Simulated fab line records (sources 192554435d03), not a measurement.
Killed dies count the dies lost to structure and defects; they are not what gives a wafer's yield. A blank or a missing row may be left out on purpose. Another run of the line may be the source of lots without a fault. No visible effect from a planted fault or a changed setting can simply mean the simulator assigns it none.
Chamber matching ; flow n5_finfet ; N5_BEOL_M5_ETCH_68 on rie_diel-05: 4 sister chambers
The step etches SOC in N2/H2, target depth 80 nm, overetch 16 nm, time 120 s. 4 wafers are shown with their chamber, then 9 later ones without.

WAFERS, EACH WITH ITS CHAMBER
wafer;chamber;throttle_valve_pct (%)
L084.6;2;18.2
L085.2;0;17.3
L089.3;3;17.7
L089.6;1;18.2

WAFERS WITHOUT THEIR CHAMBER
wafer;throttle_valve_pct (%)
L090.2;18.2
L090.4;17.4
L090.6;18.2
L093.2;17.7
L093.4;18.2
L093.5;18.3
L091.2;17.4
L091.4;18.2
L091.5;18.2

WHICH CHAMBER EACH ONE RAN IN
wafer;from the rows above;in truth
L090.2;can't be placed: 1 or 2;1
L090.4;0;0
L090.6;can't be placed: 1 or 2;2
L093.2;3;3
L093.4;can't be placed: 1 or 2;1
L093.5;can't be placed: 1 or 2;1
L091.2;0;0
L091.4;can't be placed: 1 or 2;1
L091.5;can't be placed: 1 or 2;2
3 of 9 placed correctly. Cannot be placed on the basis of these rows: 6; the candidates contain the true chamber in 6. Placed wrongly: 0.
How it was worked out, from the rows above alone: a wafer's distance from a chamber is the root of the sum, over the readings, of the square of ((its reading less the chamber's mean) divided by the reading's scatter). The wafer belongs to the nearest chamber; if the next one is less than 2 further off, it can't be placed. Each chamber's mean is taken over the wafers shown for it. The scatter (one wafer shown for each chamber): square how far every hidden wafer sits from the nearest shown wafer, average those squares and take the square root.
